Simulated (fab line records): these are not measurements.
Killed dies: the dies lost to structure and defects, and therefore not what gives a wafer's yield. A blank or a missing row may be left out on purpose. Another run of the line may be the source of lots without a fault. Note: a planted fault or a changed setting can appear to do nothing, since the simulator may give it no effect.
Split-lot study :: flow n5_finfet :: 21 wafers read from 7 lots, route of 1938 steps

== THE SPLIT ITSELF ==
At N5_SD_EPI_P_COAT_34 (time 60 s, resist thk 350 nm), the setting spin_rpm was moved away from the recipe's 1500 rpm on 5 of the 21 wafers read, by +3.1% to +7.7%. This setting was run at the recipe's value on the other wafers.

The reading comes from the split's own step.

== THE READING ==
SOC_of_SD_EPI_P_COAT_34.thk_nm (the simulator's own value, which no gauge read), in nm, at N5_SD_EPI_P_COAT_34 (time 60 s, resist thk 350 nm). The file gives no usual value for it. The 16 wafers here that ran the recipe average 349.4 nm, standard deviation 0.66 nm.

wafer: L075.2
tool, chamber at the split: litho_track-05, 0
spin_rpm as run, rpm: 1550
against the recipe: +3.3%
SOC_of_SD_EPI_P_COAT_34.thk_nm, nm: 344.8
against lot-mates on the recipe: -4.1

wafer: L075.4
tool, chamber at the split: litho_track-05, 0
spin_rpm as run, rpm: 1500
against the recipe: recipe
SOC_of_SD_EPI_P_COAT_34.thk_nm, nm: 349.4
against lot-mates on the recipe: -

wafer: L075.5
tool, chamber at the split: litho_track-05, 0
spin_rpm as run, rpm: 1500
against the recipe: recipe
SOC_of_SD_EPI_P_COAT_34.thk_nm, nm: 348.4
against lot-mates on the recipe: -

wafer: L077.1
tool, chamber at the split: litho_track-05, 0
spin_rpm as run, rpm: 1500
against the recipe: recipe
SOC_of_SD_EPI_P_COAT_34.thk_nm, nm: 349
against lot-mates on the recipe: -

wafer: L077.3
tool, chamber at the split: litho_track-05, 0
spin_rpm as run, rpm: 1500
against the recipe: recipe
SOC_of_SD_EPI_P_COAT_34.thk_nm, nm: 349.6
against lot-mates on the recipe: -

wafer: L077.5
tool, chamber at the split: litho_track-05, 0
spin_rpm as run, rpm: 1500
against the recipe: recipe
SOC_of_SD_EPI_P_COAT_34.thk_nm, nm: 348.6
against lot-mates on the recipe: -

wafer: L080.2
tool, chamber at the split: litho_track-02, 0
spin_rpm as run, rpm: 1500
against the recipe: recipe
SOC_of_SD_EPI_P_COAT_34.thk_nm, nm: 350.6
against lot-mates on the recipe: -

wafer: L080.5
tool, chamber at the split: litho_track-02, 0
spin_rpm as run, rpm: 1556
against the recipe: +3.7%
SOC_of_SD_EPI_P_COAT_34.thk_nm, nm: 344
against lot-mates on the recipe: -6.6

wafer: L080.6
tool, chamber at the split: litho_track-02, 0
spin_rpm as run, rpm: 1556
against the recipe: +3.7%
SOC_of_SD_EPI_P_COAT_34.thk_nm, nm: 342.8
against lot-mates on the recipe: -7.8

wafer: L085.2
tool, chamber at the split: litho_track-03, 0
spin_rpm as run, rpm: 1500
against the recipe: recipe
SOC_of_SD_EPI_P_COAT_34.thk_nm, nm: 349
against lot-mates on the recipe: -

wafer: L085.3
tool, chamber at the split: litho_track-03, 0
spin_rpm as run, rpm: 1500
against the recipe: recipe
SOC_of_SD_EPI_P_COAT_34.thk_nm, nm: 349.2
against lot-mates on the recipe: -

wafer: L085.4
tool, chamber at the split: litho_track-03, 0
spin_rpm as run, rpm: 1500
against the recipe: recipe
SOC_of_SD_EPI_P_COAT_34.thk_nm, nm: 348.2
against lot-mates on the recipe: -

wafer: L095.3
tool, chamber at the split: litho_track-02, 0
spin_rpm as run, rpm: 1500
against the recipe: recipe
SOC_of_SD_EPI_P_COAT_34.thk_nm, nm: 349.2
against lot-mates on the recipe: -

wafer: L095.4
tool, chamber at the split: litho_track-02, 0
spin_rpm as run, rpm: 1500
against the recipe: recipe
SOC_of_SD_EPI_P_COAT_34.thk_nm, nm: 350
against lot-mates on the recipe: -

wafer: L095.6
tool, chamber at the split: litho_track-02, 0
spin_rpm as run, rpm: 1615
against the recipe: +7.7%
SOC_of_SD_EPI_P_COAT_34.thk_nm, nm: 336.4
against lot-mates on the recipe: -13.2

wafer: L096.1
tool, chamber at the split: litho_track-03, 0
spin_rpm as run, rpm: 1500
against the recipe: recipe
SOC_of_SD_EPI_P_COAT_34.thk_nm, nm: 349.4
against lot-mates on the recipe: -

wafer: L096.4
tool, chamber at the split: litho_track-03, 0
spin_rpm as run, rpm: 1500
against the recipe: recipe
SOC_of_SD_EPI_P_COAT_34.thk_nm, nm: 349.4
against lot-mates on the recipe: -

wafer: L096.3
tool, chamber at the split: litho_track-03, 0
spin_rpm as run, rpm: 1547
against the recipe: +3.1%
SOC_of_SD_EPI_P_COAT_34.thk_nm, nm: 343.4
against lot-mates on the recipe: -6.0

wafer: L097.3
tool, chamber at the split: litho_track-02, 0
spin_rpm as run, rpm: 1500
against the recipe: recipe
SOC_of_SD_EPI_P_COAT_34.thk_nm, nm: 350.4
against lot-mates on the recipe: -

wafer: L097.4
tool, chamber at the split: litho_track-02, 0
spin_rpm as run, rpm: 1500
against the recipe: recipe
SOC_of_SD_EPI_P_COAT_34.thk_nm, nm: 350.2
against lot-mates on the recipe: -

wafer: L097.5
tool, chamber at the split: litho_track-02, 0
spin_rpm as run, rpm: 1500
against the recipe: recipe
SOC_of_SD_EPI_P_COAT_34.thk_nm, nm: 349.6
against lot-mates on the recipe: -

FIT RESULTS
A straight line over all 21 wafers: SOC_of_SD_EPI_P_COAT_34.thk_nm changes by -1.66 nm for each +1% of spin_rpm; r = -0.98; the points scatter about the line by 0.7 nm.
The same after taking each lot's own level away (the mean of its wafers on the recipe; 21 wafers): -1.74 nm for each +1%; r = -0.99; scatter 0.61 nm.
The reading moves by 13 nm for the largest change in spin_rpm, on that fit.
The span of the lots' own levels, 348.80 to 350.60 nm, comes to 2.7 times the standard deviation stated above.
The two slopes agree, so the slope changes little with the lot-to-lot level.
Check: -13.6 nm against its lot-mates is what the line predicts for one of the wafers moved furthest among these (+7.7%) when that wafer is left out of the fit. It came out at -13.2 nm against them.

== ADDITIONAL SPLITS CARRIED BY THESE WAFERS ==
Before the reading, these wafers also passed through other splits. Each is held against what the fit with the lots' levels taken away leaves over:
other split on the same wafers: N5_WELL_APT_COAT_02 spin_rpm
wafers away from the commonest value: 7
r with SOC_of_SD_EPI_P_COAT_34.thk_nm (lot level and that fit taken away): +0.24

other split on the same wafers: N5_FIN_SAQP_COAT_68 spin_rpm
wafers away from the commonest value: 11
r with SOC_of_SD_EPI_P_COAT_34.thk_nm (lot level and that fit taken away): -0.07

other split on the same wafers: N5_FIN_CUT_EXPOSE_05 dose_mj
wafers away from the commonest value: 7
r with SOC_of_SD_EPI_P_COAT_34.thk_nm (lot level and that fit taken away): +0.10

other split on the same wafers: N5_DUMMY_GATE_PECVD_30 time_s
wafers away from the commonest value: 9
r with SOC_of_SD_EPI_P_COAT_34.thk_nm (lot level and that fit taken away): -0.23

other split on the same wafers: N5_DUMMY_GATE_EXPOSE_12 dose_mj
wafers away from the commonest value: 4
r with SOC_of_SD_EPI_P_COAT_34.thk_nm (lot level and that fit taken away): -0.35

other split on the same wafers: N5_SD_EPI_N_EPI_21 epi_growth_time_s
wafers away from the commonest value: 4
r with SOC_of_SD_EPI_P_COAT_34.thk_nm (lot level and that fit taken away): -0.06

== FILE'S OWN FIT ==
SOC_of_SD_EPI_P_COAT_34.thk_nm changes by -1.71 nm for each +1% of spin_rpm, r = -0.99.
